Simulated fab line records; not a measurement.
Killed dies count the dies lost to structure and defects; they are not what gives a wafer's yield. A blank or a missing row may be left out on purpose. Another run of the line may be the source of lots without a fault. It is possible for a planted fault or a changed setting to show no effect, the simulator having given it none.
Matching of chambers | flow n5 finfet | 3 sister chambers for N5_BEOL_M5_ILD_DEP_00 on pecvd-02
The step deposits SiCOH lowk from DEMS/porogen, target thk 140.64 nm, time 25.9 s. 3 wafers are shown with their chamber, then 11 later ones without.

== WAFERS WITH THEIR CHAMBER ==
wafer  | chamber | throttle valve pct (%)
L087.5 | 0       | 13.5
L090.5 | 1       | 15.7
L092.1 | 2       | 12.8

== WAFERS MISSING THEIR CHAMBER ==
wafer  | throttle valve pct (%)
L092.3 | 15.5
L092.5 | 12.9
L094.1 | 12.5
L094.2 | 15.7
L094.4 | 15.4
L095.2 | 15.5
L095.5 | 15.4
L095.6 | 12.8
L097.2 | 14.0
L097.4 | 13.7
L097.6 | 12.6

== WHICH CHAMBER EACH WENT THROUGH ==
wafer  | from the rows above     | in truth
L092.3 | 1                       | 1
L092.5 | can't be placed: 2 or 0 | 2
L094.1 | 2                       | 2
L094.2 | 1                       | 1
L094.4 | 1                       | 1
L095.2 | 1                       | 1
L095.5 | 1                       | 1
L095.6 | 2                       | 2
L097.2 | 0                       | 0
L097.4 | 0                       | 0
L097.6 | 2                       | 2
Correct placement for 10 of the 11. From these rows, 1 cannot be placed; in 1 the true chamber is one of the candidates. 0 placed wrongly.
How it was worked out, from the rows above alone: a wafer's distance from a chamber is the root of the sum, over the readings, of the square of ((its reading less the chamber's mean) divided by the reading's scatter). The wafer belongs to the nearest chamber; if the next one is less than 2 further off, it can't be placed. Each chamber's mean is taken over the wafers shown for it. The scatter: root of mean squared gap, hidden wafer to nearest shown wafer, with one shown wafer a chamber.
